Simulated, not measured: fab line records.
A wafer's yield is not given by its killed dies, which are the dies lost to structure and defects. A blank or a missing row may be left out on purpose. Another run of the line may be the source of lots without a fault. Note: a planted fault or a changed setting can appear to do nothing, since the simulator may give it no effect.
Comparing a struck lot with a sound one | flow n5-finfet | 45 out of 1938 route steps
Sound: wafers L228.3, L228.4, L228.6. Struck: wafer L221.4. (L221.6 of the same lot was not struck and is left out.) The cause comes at the end.
At each step with rows: each side's tool, then ch and its chambers, then its first start. Under that, the readings that differ: sound wafers | struck wafers | difference of the means | sigmas: that difference in standard deviations of wafers without a fault.
alike: a reading whose means differ by less than 2 such deviations, as well as words and numbers matching on both sides. not compared: withheld readings; readings where some wafer has no value; bounds like >300 that might hide an equal value; numbers whose values overlap and for which the record gives no deviation.
The two part at a step that has a row with sigmas, a row that says differs or no value, or rows on one side only. Numbers that have no deviation but don't overlap get no sigmas and don't part them. A reading missing from all wafers of one side parts the sides only when that side holds two or more wafers.

first, 11 steps without rows for these wafers: N5_BEOL_M4_DESCUM_33 (chemistry O2, time 7 s); N5_BEOL_M4_ETCH_77 (etches underlayer in N2/H2, target depth 6.5 nm, time 5.2 s); N5_BEOL_M4_ETCH_69 (etches SiARC in CF4, target depth 15.6 nm, time 26 s); N5_BEOL_M4_ALD_98 (deposits SiO2, target thk 2.5 nm, pulse time 1 s, co reactant pulse time 1 s); N5_BEOL_M4_ETCHBACK_99 (etches SiO2 in CHF3, target depth 5 nm, time 10.4 s); N5_BEOL_M4_ETCH_70 (etches SOC in N2/H2, target depth 80 nm, overetch 24 nm, time 130 s); N5_BEOL_M4_STRIP_71 (strips in N2/H2); N5_BEOL_M4_STRIP_78 (strips in N2/H2); N5_BEOL_M4_VIA_ETCH_34 (etches the open film in C4F6/O2, target depth 69.4 nm, time 65.9 s); N5_BEOL_M4_STRIP_83 (strips in C4F6/O2); N5_BEOL_M4_STRIP_36 (strips in N2/H2).
N5_BEOL_M4_TRENCH_ETCH_37: etches SiOC in C4F6/O2, target depth 55.555 nm, time 29.2 s.
  sound on rie-diel-06 ch 0,1, day 12 04:54; struck on rie-diel-02 ch 0, day 10 06:52
  reading                                    | sound             | struck | difference | sigmas
  rf-vpp-V (V)                               | 679 640 678       | 645    | -21        | -2
  run-length-s (s)                           | 52.2 52.7 52.1    | 44.1   | -8.2       | -21
  showerhead-plenum-p-Torr (Torr)            | 2.85 3.01 2.86    | 2.69   | -0.22      | -2
  model.etch.depth-nm (nm)                   | 53.92 55.31 54.45 | 40.38  | -14.18     |
  model.BEOL_M4.feature-depth-nm (nm)        | 54 55.4 54.4      | 40.4   | -14.2      |
  model.TiN_of_BEOL_M4_HM_DEP_02.thk-nm (nm) | 18.2 17.8 17.8    | 18.4   | +0.5       |
  alike: drypump-motor-current-A, oes-product-au, throttle-valve-pct
  not compared: rf-hours-counter-h
then, 2 steps without rows for these wafers: N5_BEOL_M4_ETCH_41 (etches SiCN in CH3F/O2, target depth 29.9 nm, time 52.5 s); N5_BEOL_M4_STRIP_97 (strips in N2/H2, time 10 s).
N5_BEOL_M4_OCD_MEAS_38:
  sound on ocd-01 at day 12 05:03; struck on ocd-02 at day 10 07:01
  reading              | sound          | struck | difference | sigmas
  trench-depth-nm (nm) | 53.7 55.0 53.9 | 40.7   | -13.5      | -10
then, 25 steps without rows for these wafers: N5_BEOL_M4_HM_STRIP_39 (strips TiN in peroxide tin strip, target depth 25 nm, time 158 s); N5_BEOL_M4_SRD_40 (time 30 s); N5_BEOL_M4_PRECLEAN_42 (cleans in residue remover, time 60 s); N5_BEOL_M4_SRD_43 (time 30 s); N5_BEOL_M4_DEGAS_44 (time 60 s); N5_BEOL_M4_PRE_CLEAN_45 (time 30 s); N5_BEOL_M4_ALD_84 (deposits TaN, pulse time 2 s, purge time 3 s, co reactant purge time 2 s); N5_BEOL_M4_SURFACE_TREAT_85; N5_BEOL_M4_CVD_47 (deposits Co from CCTBA/H2, target thk 3 nm, time 223.8 s); N5_BEOL_M4_SPUTTER_48 (material Cu, target thk 4.5 nm, time 8.29 s); N5_BEOL_M4_ANNEAL_49 (time 240 s); N5_BEOL_M4_SPUTTER_79 (material Cu, target thk 4.5 nm, time 8.29 s); N5_BEOL_M4_ANNEAL_80 (time 240 s); N5_BEOL_M4_SPUTTER_81 (material Cu, target thk 4.5 nm, time 8.29 s); N5_BEOL_M4_ANNEAL_82 (time 240 s); N5_BEOL_M4_SPUTTER_86 (material Cu, target thk 4.5 nm, time 8.29 s); N5_BEOL_M4_ANNEAL_87 (time 240 s); N5_BEOL_M4_SPUTTER_88 (material Cu, target thk 4.5 nm, time 8.29 s); N5_BEOL_M4_ANNEAL_89 (time 240 s); N5_BEOL_M4_SPUTTER_90 (material Cu, target thk 4.5 nm, time 8.29 s); N5_BEOL_M4_ANNEAL_91 (time 240 s); N5_BEOL_M4_SPUTTER_92 (material Cu, target thk 4.5 nm, time 8.29 s); N5_BEOL_M4_ANNEAL_93 (time 240 s); N5_BEOL_M4_SPUTTER_94 (material Cu, target thk 4.5 nm, time 8.29 s); N5_BEOL_M4_ANNEAL_95 (time 240 s).
N5_BEOL_M4_CMP_52: polishes, stops on SiOC, t overpolish 6.8 s, target thk 40 nm.
  sound on cmp-02 ch 1,3, day 12 08:29; struck on cmp-02 ch 2, day 10 17:53
  reading                                | sound             | struck | difference | sigmas
  platen-rpm (rpm)                       | 49.99 49.99 49.98 | 50.06  | +0.07      | +2
  model.Cu_of_BEOL_M4_ECD_50.thk-nm (nm) | 38.8 39.2 39.6    | 24.2   | -15.0      |
  alike: barrier-field-endpoint-s, motor-current-A, overpolish-run-s, time-to-endpoint-s
N5_BEOL_M4_THK_MEAS_53: measures by xrf.
  sound on film-metro-01 at day 12 08:47; struck on film-metro-01 at day 10 18:04
  reading     | sound          | struck | difference | sigmas
  M4_THK (nm) | 39.1 39.7 39.8 | 24.1   | -15.4      | -9
N5_BEOL_M4_RS_MEAS_58: a four-point-probe measurement.
  sound on film-metro-01 at day 12 09:05; struck on film-metro-01 at day 10 18:19
  reading        | sound          | struck | difference | sigmas
  M4_RS (ohm/sq) | 0.70 0.69 0.68 | 1.31   | +0.62      | +17
N5_BEOL_M4_RC_MEAS_101:
  sound on prober-02 ch 0, day 12 09:26; struck on prober-02 ch 0, day 10 18:50
  reading                   | sound          | struck | difference | sigmas
  DIBL_N (mV/V)             | 36.3 37.3 36.4 | 33.3   | -3.4       | -2
  SERP_M4 (ohm/um)          | 205 209 214    | 339    | +130       | +9
  SERP_M4_max_site (ohm/um) | 215 224 224    | 361    | +140       | +8
  alike: DIBL_P, IOFF_N, IOFF_P, ION_N, ION_P, SS_N, SS_P, VT_N, VT_P
-- here the record skips 4 days between the struck wafers' starts before and after, leaving off in module BEOL_M4 and picking up in module PASSIVATION (first step shown: number 1936 of the route) --
N5_PASSIVATION_PROBE_49:
  sound on prober-02 at day 16 16:23; struck on prober-02 at day 15 01:14
  reading              | sound   | struck | difference | sigmas
  killed_at_M4_up      | 3 12 16 | 34     | +24        | +4
  sort_bin_8_speed (%) | 0 0 0   | 1.44   | +1.44      | +99 or more
  alike: defect-limited-yield, killed_at_M0_to_M3, killed-at-contacts, killed-at-front-end, killed-at-other, killed-dies, killed-open, killed-short, sort_bin_5_function, sort_bin_6_memory, sort-n-pass

== WHERE THEY PART ==
Earliest at N5_BEOL_M4_TRENCH_ETCH_37; latest, in this record, at N5_PASSIVATION_PROBE_49.

WHY: what the simulator had put in
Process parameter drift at N5_BEOL_M4_TRENCH_ETCH_37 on rie-diel-02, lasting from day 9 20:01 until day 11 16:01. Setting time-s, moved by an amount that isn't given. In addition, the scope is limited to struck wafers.
